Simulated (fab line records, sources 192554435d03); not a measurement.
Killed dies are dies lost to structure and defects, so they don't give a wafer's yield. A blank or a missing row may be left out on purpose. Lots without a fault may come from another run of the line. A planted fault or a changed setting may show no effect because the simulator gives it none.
A struck lot beside a sound one | flow n5_finfet | 15 steps out of a route of 1938
Sound: wafers L572.1, L572.2, L572.6. Struck: wafers L573.1, L573.3, L573.4. The cause comes at the end.
At each step with rows: each side's tool, then ch and its chambers, then its first start. Under that, the readings that differ: sound wafers | struck wafers | difference of the means | sigmas: that difference in standard deviations of wafers without a fault.
alike: readings whose means differ by less than 2 such deviations, and words and numbers that are the same on both sides. not compared: withheld readings, readings that some wafer has no value for, bounds like >300 that may hide the same value, and numbers for which the record gives no deviation and whose values overlap.
The two part at a step that has a row with sigmas, a row that says differs or no value, or rows on one side only. Numbers that don't overlap but have no deviation are shown without sigmas and don't part them. A reading that every wafer of one side lacks parts them only if that side has two wafers or more.

N5_BEOL_M8_ALD_77: deposits TaN, target thk 2 nm, pulse time 2 s, purge time 3 s.
  sound on ald_metal-01 ch 1,3, day 11 15:13; struck on ald_metal-02 ch 1,2,3, day 12 01:23
  alike: heater_power_w, mfc_carrier_sccm
N5_BEOL_M8_SURFACE_TREAT_79:
  sound on pvd_sputter-03, day 11 15:33; struck on pvd_sputter-02, day 12 01:41
  alike: ar_flow_sccm
  not compared: throttle_valve_pct
then, 1 step without rows for these wafers: N5_BEOL_M8_CVD_78 (deposits Co from CCTBA/H2, target thk 2 nm, time 142.3 s).
N5_BEOL_M8_SPUTTER_48: material Cu, target thk 10 nm, time 1.667 s.
  sound on pvd_sputter-03, day 11 15:46; struck on pvd_sputter-02, day 12 01:53
  alike: throttle_valve_pct
then, 2 steps without rows for these wafers: N5_BEOL_M8_ECD_50 (material Cu, target thk 300 nm); N5_BEOL_M8_ANNEAL_51 (time 90 s).
N5_BEOL_M8_CMP_52: polishes, stops on SiCOH lowk, t overpolish 6.9 s, target thk 80 nm.
  sound on cmp-02 ch 0,1,3, day 11 16:26; struck on cmp-01 ch 1,2,3, day 12 02:23
  alike: barrier_field_endpoint_s, motor_current_A, overpolish_run_s, platen_rpm, time_to_endpoint_s
N5_BEOL_M8_THK_MEAS_53: measures by xrf.
  sound on film_metro-01, day 11 16:44; struck on film_metro-01, day 12 02:41
  alike: M8_THK
then, 2 steps without rows for these wafers: N5_BEOL_M8_PRE_CLEAN_55 (time 15 s); N5_BEOL_M8_DEP_56 (deposits SiCN from 3MS/NH3, target thk 10 nm, time 17.5 s).
N5_BEOL_M8_RS_MEAS_57: measures by four-point-probe.
  sound on film_metro-02, day 11 16:52; struck on film_metro-02, day 12 02:49
  alike: M8_RS
N5_BEOL_M8_INSPECT_58: inspects for defects (darkfield).
  sound on defect_inspect-02, day 11 16:53; struck on defect_inspect-01, day 12 02:50
  alike: raw_defect_count
N5_BEOL_M9_ILD_DEP_00: deposits SiCOH lowk from DEMS/porogen, target thk 308.51 nm, time 58 s.
  sound on pecvd-03 ch 0,1,2, day 11 16:55; struck on pecvd-03 ch 0,1, day 12 02:53
  reading              | sound                | struck               | difference | sigmas
  susceptor_temp_C (C) | 299.96 299.61 300.07 | 298.09 297.65 297.70 | -2.07      | -9
  alike: heater_power_w, showerhead_plenum_p_Torr, throttle_valve_pct
N5_BEOL_M9_CURE_71: cures SiCOH lowk, time 240 s.
  sound on uv_cure-01 ch 1, day 11 17:00; struck on uv_cure-02 ch 0, day 12 02:58
  alike: lamp_power_pct, wafer_temp_C_max
N5_PASSIVATION_PROBE_49:
  the record has rows for the sound wafers here (prober-01, day 14 11:07) and none for the struck ones

WHERE THEY PART
First at N5_BEOL_M9_ILD_DEP_00; last, within this record, at N5_PASSIVATION_PROBE_49.

WHY: what the simulator had put in
Process parameter drift: pecvd-03, from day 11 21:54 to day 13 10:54, at N5_BEOL_M9_ILD_DEP_00. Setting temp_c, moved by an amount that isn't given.
